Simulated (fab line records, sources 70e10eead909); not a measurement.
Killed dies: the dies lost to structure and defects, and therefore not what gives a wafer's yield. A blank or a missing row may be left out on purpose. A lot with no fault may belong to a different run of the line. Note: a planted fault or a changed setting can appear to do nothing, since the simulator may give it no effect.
Struck lot and sound lot, side by side | flow nand-harc | 42 steps out of a route of 1302
Sound: the wafers L667.2, L667.4, L667.5. Struck: wafers L678.2, L678.3. The cause is given at the end.
For every step that has rows: the tool of each side, followed by ch and its chambers, followed by its first start. Under that, the readings that differ: sound wafers | struck wafers | difference of the means | sigmas: that difference in standard deviations of wafers without a fault.
alike: readings with means less than 2 such deviations apart, plus words and numbers identical on both sides. not compared: withheld readings, readings lacking a value on some wafer, bounds such as >300 that could conceal the same value, and numbers that have no deviation in the record and whose values overlap.
A row with sigmas, a row that says differs or no value, or rows on one side alone: a step with any of these is where the two part. When numbers do not overlap yet have no deviation, they are printed without sigmas and do not part them. Lack of a reading on every wafer of one side parts them only where that side has two or more wafers.

first, 1 step without rows for these wafers: NHARC_P_STI_HARDBAKE_13 (time 65 s).
NHARC_P_STI_DESCUM_14: chemistry O2, time 3 s.
  sound on rie-diel-06 ch 1,2,3, day 2 21:40; struck on rie-diel-11 ch 2,3, day 7 07:59
  alike: drypump-motor-current-A, oes-product-au, rf-vpp-V, showerhead-plenum-p-Torr, throttle-valve-pct
  not compared: rf-hours-counter-h
NHARC_P_STI_ETCH_42: etches the open film in N2/H2, target depth 80 nm, overetch 24 nm, time 61 s.
  sound on rie-diel-06 ch 0,3, day 2 21:45; struck on rie-diel-11 ch 1,2, day 7 08:05
  alike: drypump-motor-current-A, oes-product-au, rf-vpp-V, showerhead-plenum-p-Torr, throttle-valve-pct
  not compared: rf-hours-counter-h
NHARC_P_STI_ETCH_31: etches the open film in CF4/CHF3, target depth 108.9 nm, time 54.5 s.
  sound: rie-diel-06 ch 0,1,3; struck: rie-diel-11 ch 2,3
  alike: drypump-motor-current-A, oes-product-au, rf-vpp-V, showerhead-plenum-p-Torr, throttle-valve-pct
  not compared: rf-hours-counter-h
then, 1 step without rows for these wafers: NHARC_P_STI_ETCH_15 (etches the open film in HBr/Cl2, target depth 300 nm, time 100.1 s).
NHARC_P_STI_CD_MEAS_16:
  sound: cd-sem-02 at day 2 22:06; struck: cd-sem-01 at day 7 08:26
  alike: cd-nm
NHARC_P_STI_OCD_MEAS_17:
  sound: ocd-01 at day 2 22:11; struck: ocd-01 at day 7 08:31
  alike: trench-depth-nm, trench-foot-cd-nm
then, 3 steps without rows for these wafers: NHARC_P_STI_STRIP_19 (strips in SPM, time 900 s); NHARC_P_STI_PRECLEAN_32 (cleans in SC1); NHARC_P_STI_SRD_23.
NHARC_P_STI_OCD_MEAS_43:
  sound: ocd-02 at day 2 22:42; struck: ocd-02 at day 7 09:02
  alike: trench-depth-nm, trench-foot-cd-nm
then, 1 step without rows for these wafers: NHARC_P_STI_OXIDE_33 (material SiO2, target thk 10 nm, ox time 281 s).
NHARC_P_STI_HDPCVD_20: deposits SiO2.
  sound on hdpcvd-01 ch 0,1, day 3 08:28; struck on hdpcvd-01 ch 0, day 7 18:35
then, 1 step without rows for these wafers: NHARC_P_STI_ANNEAL_34 (time 1800 s).
NHARC_P_STI_CMP_21: polishes, t overpolish 20 s, target thk 380.67 nm.
  sound on cmp-02 ch 1,2,3, day 3 17:07; struck on cmp-02 ch 1,3, day 8 03:18
  alike: motor-current-A, overpolish-run-s, retaining-ring-pressure-frac
then, 19 steps without rows for these wafers: NHARC_P_STI_SRD_35; NHARC_P_STI_ETCH_36 (etches SiO2 in dHF, target depth 38.8 nm); NHARC_P_STI_STRIP_24 (strips Si3N4 in H3PO4); NHARC_P_STI_ETCH_37 (etches SiO2 in dHF, target depth 11 nm); NHARC_P_STI_PRECLEAN_38 (cleans in SC1); NHARC_P_STI_SRD_39; NHARC_P_STI_OXIDE_40 (material SiO2, target thk 10 nm, ox time 1362 s); NHARC_P_GATE_ETCH_69 (etches SiO2 in dHF, target depth 14 nm); NHARC_P_GATE_PRECLEAN_70 (cleans in SC1); NHARC_P_GATE_SRD_01; NHARC_P_GATE_OXIDE_02 (material SiO2, target thk 37.5 nm, ox time 365 s); NHARC_P_GATE_DEHYDRATE_03 (time 120 s); NHARC_P_GATE_HMDS_04 (time 30 s); NHARC_P_GATE_COAT_05; NHARC_P_GATE_SOFTBAKE_06 (time 95 s); NHARC_P_GATE_EBR_07; NHARC_P_GATE_EXPOSE_08 (exposes mask P HV); NHARC_P_GATE_PEB_09 (peb time 85 s); NHARC_P_GATE_DEVELOP_10 (time 70 s).
NHARC_P_GATE_CD_MEAS_11: the cd target is 1640 nm.
  sound on cd-sem-02 ch 0, day 4 13:44; struck on cd-sem-03 ch 0, day 8 19:31
  alike: cd-nm
then, 1 step without rows for these wafers: NHARC_P_GATE_HARDBAKE_12 (time 80 s).
NHARC_P_GATE_DESCUM_13: chemistry O2, time 3 s.
  sound on rie-diel-01 ch 1,3, day 4 13:54; struck on rie-diel-01 ch 1,3, day 8 19:40
  alike: drypump-motor-current-A, oes-product-au, rf-vpp-V, showerhead-plenum-p-Torr, throttle-valve-pct
  not compared: rf-hours-counter-h
then, 3 steps without rows for these wafers: NHARC_P_GATE_ETCH_14 (etches SiO2 in dHF, target depth 48.8 nm); NHARC_P_GATE_STRIP_15 (strips in SPM, time 780 s); NHARC_P_GATE_PRECLEAN_71 (cleans in SC1).
NHARC_P_GATE_DESCUM_31: chemistry O2, time 3 s.
  sound on rie-diel-01 ch 2,3, day 5 07:16; struck on rie-diel-08 ch 1,2, day 9 21:08
  reading | sound | struck                                            | difference                   | sigmas
  hold    | - - - | await-dispo/4.1h/release await-dispo/4.1h/release | no value on the sound wafers |
  alike: drypump-motor-current-A, oes-product-au, rf-vpp-V, showerhead-plenum-p-Torr, throttle-valve-pct
  not compared: rf-hours-counter-h
-- the record jumps here: 21 days lie between the struck wafers' starts before and after (it left off in module P_GATE and takes up again in module END, whose first step shown is number 1302 of the route) --
NHARC_END_SORT_01:
  at this point the record logs the struck wafers (prober-01 ch 0, day 30 09:34) and has no rows for the sound ones

WHERE THEY PART
Earliest at NHARC_P_GATE_DESCUM_31; latest, in this record, at NHARC_END_SORT_01.

WHY: what had been put in by the simulator
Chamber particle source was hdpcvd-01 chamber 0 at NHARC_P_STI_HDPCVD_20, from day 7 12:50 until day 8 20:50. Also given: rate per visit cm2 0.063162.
